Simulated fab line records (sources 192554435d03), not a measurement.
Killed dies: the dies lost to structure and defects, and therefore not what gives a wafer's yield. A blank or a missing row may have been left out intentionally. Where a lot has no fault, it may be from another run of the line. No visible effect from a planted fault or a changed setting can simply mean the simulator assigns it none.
2 desks looking at one fault + flow n5-finfet + what lay behind the numbers comes last; until then each desk has only its own

THE METROLOGY DESK
What the gauges read, lot by lot, whatever tool the lot ran on: means of the sampled wafers that have a number. Marked OUT: a lot whose mean sits more than 4 standard deviations from the usual mean, which makes it out of limits; the brackets give that distance.
Columns: A = NWELL_OVL at N5_WELL_APT_OVL_MEAS_09, usual -2 nm; B = cd-nm at N5_PMOS_HMC_CHANNEL_EPI_CD_MEAS_09, usual 238.2 nm
| lot  | first seen here | A  | B                |
|------|-----------------|----|------------------|
| L877 | day 1 13:43     | -4 | 237.3            |
| L878 | day 1 19:56     | 5  | 237.3            |
| L881 | day 2 13:53     | -4 | 238.5            |
| L882 | day 2 19:45     | -7 | 235.7            |
| L883 | day 3 01:37     | -0 | 237.3            |
| L884 | day 3 07:52     | -1 | 239.2            |
| L890 | day 4 19:45     | -5 | 244.8 (+5.1) OUT |
| L892 | day 5 08:14     | -7 | 244.0 (+4.5) OUT |
| L895 | day 6 01:43     | 1  | 239.8            |
| L898 | day 6 20:05     | -5 | 237.1            |
| L899 | day 7 02:14     | -4 | 236.9            |
This desk finds L890, L892 out of limits, L890 being first, at day 4 23:31 (cd-nm at N5_PMOS_HMC_CHANNEL_EPI_CD_MEAS_09). In limits: L877, L878, L881, L882, L883, L884, L895, L898, L899.

THE TOOL OWNER'S DESK: litho-track-02
The tool's own readings at N5_PMOS_HMC_CHANNEL_EPI_PEB_07 (peb time 60 s): means of the sampled wafers that have a number, for each lot that ran on this tool. Marked OUT: a lot whose mean sits more than 4 standard deviations from the usual mean, which makes it out of limits; the brackets give that distance.
Columns: A = plate-temp-C at N5_PMOS_HMC_CHANNEL_EPI_PEB_07, usual 110.03 C
| lot  | first seen here | A      |
|------|-----------------|--------|
| L881 | day 2 18:40     | 110.04 |
| L884 | day 3 11:17     | 110.06 |
| L890 | day 4 23:26     | 109.97 |
| L892 | day 5 11:58     | 110.08 |
Finding of this desk: none of the 4 lots has anything out of limits.

ALL TOGETHER
At day 4 23:31 the metrology desk could have sounded an alarm, on L890, L892.
Nothing out of limits was seen by the tool owner's desk.
On record at the tool owner's desk: L890, L892, within its limits.
The lots listed all ran N5_PMOS_HMC_CHANNEL_EPI_PEB_07 on litho-track-02.

WHAT THE SIMULATOR HAD PUT IN
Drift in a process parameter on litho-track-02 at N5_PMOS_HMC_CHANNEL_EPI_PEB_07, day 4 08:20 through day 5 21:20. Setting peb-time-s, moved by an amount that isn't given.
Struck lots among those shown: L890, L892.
Hours from the fault's start to each desk's first reading out of limits: the metrology desk, 15.
